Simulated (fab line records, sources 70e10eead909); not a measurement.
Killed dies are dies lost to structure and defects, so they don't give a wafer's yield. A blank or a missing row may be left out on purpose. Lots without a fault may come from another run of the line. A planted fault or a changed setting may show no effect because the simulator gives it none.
fab line records | flow nand_harc | part 2 of 2: steps 21 to 33 of 33
record lots=5 wafers=15 last_day=32
route steps=1302 shown A_BONDPAD@1218 HYBRID_BOND@1237 THIN_TSV@1244
lots that met no fault: from a run of the same line without faults
start_h: hours from the record's first day to the start of the lot's first wafer shown | wait_h: hours since the lot's step before | " the same as in the row above | L1.1+2: a row that stands for several wafers | - no value, or no start given | * or withheld: withheld | < > ~ a bound
route shown NAME@n: a module of which the file shows steps, and the number in the route of the first | usual: mean/standard deviation of fault-free wafers | same: alike in all rows | chamber/n: place in a boat | sites: the reading at each site | _std_site: their standard deviation | _edge_site: outer sites' mean less inner sites' | radius_mm: how far each site lies from the wafer's centre | mask NAME#n: copy n | behind: the tool/chamber that last shaped the wafer | hold: why the lot was held/for how many hours/how that ended | device: the transistor (n, p or np) that didn't switch | end of line: the same wafers' tests at the end of the route | a step without rows: its recipe alone | killed: dies lost to structure and defects at the first sort, not the wafer's yield | map: a wafer's dies, x killed, . not, _ none there
set.NAME: the setting as run; set.NAME@STEP: as run at that earlier step | model.NAME: the simulator's own value behind a step, which no gauge read
lots at some steps of the route; a table a step, a row a wafer
services: from which hour (start_h, from the record's first day; less than 0 if before it) a tool's chamber was out of use, for how many hours, and why
## steps
# step NHARC_HYBRID_BOND_BOND_03
# recipe temp_c=25
# columns lot.wafer tool chamber start_h wait_h
L077.3+4+5 wafer_bonder-01 0 548.34 -
L081.1+5+6 wafer_bonder-01 0 597.90 -
L079.1+3+6 wafer_bonder-01 0 599.12 -
L088.1+2+4 wafer_bonder-01 0 682.75 -
L095.3+5+6 wafer_bonder-01 0 735.11 -
# step NHARC_HYBRID_BOND_ANNEAL_04
# recipe temp_c=300 time_s=7200 ramp_up_c_per_min=5 ramp_down_c_per_min=3 idle_temp_c=100 pressure_atm=1
# usual ramp_down_c_per_min=3.0000/0.00056 spike_tc_bottom_C=323.6/1.2 tube_center_temp_C=300/0.026
# columns lot.wafer tool chamber start_h wait_h ramp_down_c_per_min spike_tc_bottom_C tube_center_temp_C
L077.3 furnace-03 0 552.33 3.8 3.0005 323.8 300.01
L077.4 " 0 " " 3.0000 323.0 299.99
L077.5 " 0 " " 2.9997 325.4 300.01
L079.1 furnace-03 0 602.18 2.9 3.0014 323.0 300.01
L079.3 " 0 " " 2.9999 324.7 299.97
L079.6 " 0 " " 3.0003 322.2 299.96
L081.1 furnace-03 0 602.18 4.1 3.0004 322.6 300.02
L081.5 " 0 " " 3.0005 323.0 300.02
L081.6 " 0 " " 2.9999 324.9 300
L088.1 furnace-04 0 685.52 2.6 2.9999 324.5 300.01
L088.2 " 0 " " 2.9988 323.4 300.02
L088.4 " 0 " " 2.9992 324.7 300.01
L095.3 furnace-03 0 739.09 3.8 2.9997 321.9 299.98
L095.5 " 0 " " 3.0001 321.9 300.02
L095.6 " 0 " " 2.9995 323.8 299.99
# step NHARC_HYBRID_BOND_OVL_MEAS_05
# usual overlay_x_nm=1/33 overlay_y_nm=4/30
# columns lot.wafer tool chamber start_h wait_h overlay_x_nm overlay_y_nm
L077.3 overlay-01 - 557.02 0.4 5 -21
L077.4 " - " " 6 -16
L077.5 " - " " -53 -44
L079.1 overlay-02 - 606.89 0.4 -32 -8
L079.3 " - " " 10 -3
L079.6 " - " " 19 -33
L081.1 overlay-01 - 606.89 0.4 -42 9
L081.5 " - " " -16 64
L081.6 " - " " -36 37
L088.1 overlay-01 - 690.34 0.4 -65 -13
L088.2 " - " " 6 -2
L088.4 " - " " 23 -34
L095.3 overlay-02 - 743.81 0.4 -3 20
L095.5 " - " " -49 -39
L095.6 " - " " 11 44
# step NHARC_HYBRID_BOND_INSPECT_06
# recipe inspect_instrument=ir_void
# usual raw_defect_count=91/47
# columns lot.wafer tool chamber start_h wait_h raw_defect_count
L077.3 defect_inspect-02 - 557.07 0.1 30
L077.4 " - " " 26
L077.5 " - " " 26
L079.1 defect_inspect-02 - 606.94 0.0 55
L079.3 " - " " 56
L079.6 " - " " 61
L081.1 defect_inspect-01 - 606.95 0.1 153
L081.5 " - " " 193
L081.6 " - " " 167
L088.1 defect_inspect-01 - 690.41 0.1 149
L088.2 " - " " 153
L088.4 " - " " 155
L095.3 defect_inspect-01 - 743.86 0.1 132
L095.5 " - " " 118
L095.6 " - " " 144
# step NHARC_THIN_TSV_GRIND_00
# recipe target_thk_um=6
# usual motor_current_A=11.999/0.023
# columns lot.wafer tool chamber start_h wait_h motor_current_A
L077.3 grinder-01 0 557.62 0.5 11.988
L077.4 " 0 " " 12.002
L077.5 " 0 " " 11.998
L079.1 grinder-01 0 607.10 0.1 11.991
L079.3 " 0 " " 12.020
L079.6 " 0 " " 11.975
L081.1 grinder-01 0 608.31 1.4 12.005
L081.5 " 0 " " 11.975
L081.6 " 0 " " 11.937
L088.1 grinder-01 0 692.93 2.5 11.950
L088.2 " 0 " " 12.017
L088.4 " 0 " " 11.966
L095.3 grinder-01 0 744.41 0.5 12.042
L095.5 " 0 " " 12.007
L095.6 " 0 " " 12.028
# step NHARC_THIN_TSV_CMP_01
# recipe target_thk_um=3
# usual motor_current_A=12.1/1.7
# columns lot.wafer tool chamber start_h wait_h motor_current_A
L077.4 cmp-03 2 558.46 0.4 9.6
L077.3 " 0 " " 14.8
L077.5 " 2 " " 9.5
L079.1 cmp-03 0 608.38 1.1 15.5
L079.3 " 1 " " 12.8
L079.6 " 2 " " 9.6
L081.1 cmp-02 2 609.55 1.0 11.9
L081.5 " 2 " " 10.8
L081.6 " 3 " " 14.0
L088.2 cmp-02 0 694.16 0.8 12.7
L088.1 " 2 " " 11.2
L088.4 " 3 " " 13.7
L095.3 cmp-02 3 745.28 0.7 13.5
L095.5 " 2 " " 11.9
L095.6 " 3 " " 14.1
# step NHARC_THIN_TSV_THK_MEAS_02
# recipe thk_meas_gauge=ir
# usual thk_nm=2959/270
# columns lot.wafer tool chamber start_h wait_h thk_nm
L077.3 film_metro-01 - 558.73 - 2726
L077.4 " - " " 2871
L077.5 " - " " 3083
L079.1 film_metro-02 - 608.59 - 2711
L079.3 " - " " 2761
L079.6 " - " " 3028
L081.1 film_metro-01 - 609.82 - 3171
L081.5 " - " " 3141
L081.6 " - " " 3131
L088.1 film_metro-01 - 694.42 0.2 2896
L088.2 " - " " 2713
L088.4 " - " " 2882
L095.3 film_metro-02 - 745.52 - 3053
L095.5 " - " " 2899
L095.6 " - " " 3033
# step NHARC_THIN_TSV_SRD_03
# columns lot.wafer tool chamber start_h wait_h
L077.3+5+4 wet_bench-10 0,1,5 558.77 0.0
L079.1+6+3 wet_bench-08 6,7,0 608.63 0.0
L081.1+5+6 wet_bench-08 1,3,6 609.86 0.0
L088.4+1+2 wet_bench-10 2,4,6 694.47 0.0
L095.3+5+6 wet_bench-10 3,6,7 745.56 0.0
# step NHARC_THIN_TSV_PRECLEAN_41
# recipe time_s=* temp_c=50 bath_age_min=0 chemistry=SC1
# usual bath_heat_duty_pct=6.9/0.9
# columns lot.wafer tool chamber start_h wait_h bath_heat_duty_pct
L077.3 wet_bench-10 0 558.79 0.0 6.6
L077.5 " 1 " " 7.6
L077.4 " 5 " " 7.6
L079.1 wet_bench-08 6 608.66 0.0 6.3
L079.6 " 7 " " 6.8
L079.3 " 0 " " 7.2
L081.1 wet_bench-08 1 609.88 0.0 8.3
L081.5 " 3 " " 7.9
L081.6 " 6 " " 6.9
L088.4 wet_bench-10 2 694.49 0.0 6.6
L088.1 " 4 " " 6.6
L088.2 " 6 " " 7.8
L095.3 wet_bench-10 3 745.61 0.0 8.0
L095.5 " 6 " " 7.8
L095.6 " 7 " " 7.0
# step NHARC_THIN_TSV_SRD_42
# columns lot.wafer tool chamber start_h wait_h
L077.3+5+4 wet_bench-10 0,1,5 - -
L079.1+6+3 wet_bench-08 6,7,0 - -
L081.1+5+6 wet_bench-08 1,3,6 - -
L088.4+1+2 wet_bench-10 2,4,6 - -
L095.3+5+6 wet_bench-10 3,6,7 - -
# step NHARC_THIN_TSV_DEP_43
# recipe target_thk_a=13285 temp_c=withheld pressure_torr=6.5 rf_w=900 teos_flow_sccm=161.4 flow_sccm=2650 target_thk_nm=1328.5 gas=O2 material=SiO2
# usual chamber_pressure_Torr=6.502/0.015 throttle_valve_pct=16.0/0.64
# columns lot.wafer tool chamber start_h wait_h chamber_pressure_Torr throttle_valve_pct
L077.3 pecvd-02 2 559.03 - 6.533 15.5
L077.5 " 0 " " 6.489 16.9
L077.4 " 1 " " 6.500 14.9
L079.3 pecvd-04 0 608.82 - 6.506 16.2
L079.1 " 2 " " 6.469 16.3
L079.6 " 0 " " 6.495 16.3
L081.1 pecvd-03 0 610.08 - 6.506 15.7
L081.6 " 2 " " 6.486 16.0
L081.5 " 1 " " 6.502 16.0
L088.1 pecvd-03 2 694.64 - 6.510 16.2
L088.2 " 1 " " 6.473 16.1
L088.4 " 1 " " 6.496 16.0
L095.3 pecvd-03 2 745.92 - 6.519 16.0
L095.5 " 2 " " 6.497 15.9
L095.6 " 0 " " 6.513 15.6
# step NHARC_THIN_TSV_DEHYDRATE_04
# recipe temp_c=150 time_s=120
# columns lot.wafer tool chamber start_h wait_h
L077.3+4+5 litho_track-05 0 559.35 -
L079.1+3+6 litho_track-02 0 609.23 -
L081.1+5+6 litho_track-02 0 610.44 -
L088.1+2+4 litho_track-05 0 695.05 -
L095.3+5+6 litho_track-05 0 746.32 0.3
# step NHARC_THIN_TSV_HMDS_05
# recipe time_s=30
# columns lot.wafer tool chamber start_h wait_h
L077.3+4+5 litho_track-05 0 - -
L079.1+3+6 litho_track-02 0 - -
L081.1+5+6 litho_track-02 0 - -
L088.1+2+4 litho_track-05 0 - -
L095.3+5+6 litho_track-05 0 - -
## services
# columns tool chamber start_h hours kind
grinder-01 - 526.82 3.4 repair
pvd_sputter-03 - 535.45 10.0 pm
grinder-01 - 540.42 0.5 repair
rie_diel-03 1 551.11 14.2 repair
grinder-01 - 579.79 0.4 repair
pvd_sputter-01 - 582.03 10.0 pm
grinder-01 - 585.26 1.2 repair
rie_diel-11 3 588.91 4.8 repair
rie_diel-03 2 600.98 1.3 repair
rie_diel-11 - 610.20 9.0 pm
wet_bench-08 - 623.61 77.0 repair
rie_diel-11 3 624.81 5.4 repair
rie_diel-03 - 635.30 9.0 pm
litho_track-05 - 649.00 7.0 pm
grinder-01 - 662.11 3.3 repair
wet_bench-10 - 663.21 8.0 pm
rie_diel-03 0 674.07 8.6 repair
rie_diel-11 3 677.12 8.5 repair
rie_diel-03 - 684.37 0.5 repair
wet_bench-08 - 700.61 8.0 pm
grinder-01 - 702.44 0.3 repair
pvd_sputter-03 - 713.45 10.0 pm
rie_diel-03 2 734.55 3.9 repair
rie_diel-03 3 743.61 6.1 repair
